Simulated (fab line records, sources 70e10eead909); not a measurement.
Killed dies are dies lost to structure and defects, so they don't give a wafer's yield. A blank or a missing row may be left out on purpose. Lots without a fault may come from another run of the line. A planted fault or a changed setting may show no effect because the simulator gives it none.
Which tool did it? | flow nand_harc | 6 lots, 18 wafers sampled, at 3 steps of a route of 1159

WHAT THE GAUGES READ, wafer by wafer
NHARC_P_ZERO_WELL_CD_MEAS_37: target cd 720 nm.
lot  | measured    | on        | cd_nm (nm)
L817 | day 2 04:31 | cd_sem-01 | 722.9 722.0 718.7
L822 | day 3 10:07 | cd_sem-03 | 719.1 719.8 716.4
L824 | day 3 22:14 | cd_sem-01 | 715.4 720.9 721.3
L826 | day 4 10:07 | cd_sem-03 | 722.3 723.5 718.7
L828 | day 4 22:11 | cd_sem-01 | 718.7 714.8 714.1
L838 | day 7 09:59 | cd_sem-01 | 720.2 720.5 719.5

WHICH TOOL RAN EACH LOT (tool, then ch and the chambers of the sampled wafers, then the start)
lot  | NHARC_P_ZERO_WELL_DESCUM_26       | NHARC_P_ZERO_WELL_EXPOSE_34
L817 | rie_diel-10 ch 2,3, day 2 03:03   | krf_scanner-03 ch 0, day 2 04:22
L822 | rie_diel-05 ch 2,3, day 3 08:31   | krf_scanner-03 ch 0, day 3 09:58
L824 | rie_diel-10 ch 0,1,2, day 3 20:44 | krf_scanner-03 ch 0, day 3 22:04
L826 | rie_diel-05 ch 1,2,3, day 4 08:46 | krf_scanner-01 ch 0, day 4 09:58
L828 | rie_diel-12 ch 0,1, day 4 20:49   | krf_scanner-04 ch 0, day 4 22:01
L838 | rie_diel-12 ch 0,2, day 7 08:38   | krf_scanner-01 ch 0, day 7 09:50
- NHARC_P_ZERO_WELL_DESCUM_26: chemistry O2, time 3 s.
- NHARC_P_ZERO_WELL_EXPOSE_34: exposes mask P PWELL, target cd 720 nm.

THE ANSWER, worked out from the rows above alone
Rule: what is usual is taken from the lots themselves. Put in order of their means at a reading, lots are off if they are a third of the lots or fewer, leave a main group of 4 or more, and stand apart from it by a gap of 3 or more times the standard deviation of the main group's means; of several such gaps the widest counts. A main group whose means are all the same, to the digits that the tables above print for the reading, isn't used. A lot without any number at a reading at which 4 lots or more have one is off too. The other lots that the step has rows for count as sound.
No lot is off at any reading shown: from this, nothing can be told.

WHAT THE SIMULATOR HAD PUT IN
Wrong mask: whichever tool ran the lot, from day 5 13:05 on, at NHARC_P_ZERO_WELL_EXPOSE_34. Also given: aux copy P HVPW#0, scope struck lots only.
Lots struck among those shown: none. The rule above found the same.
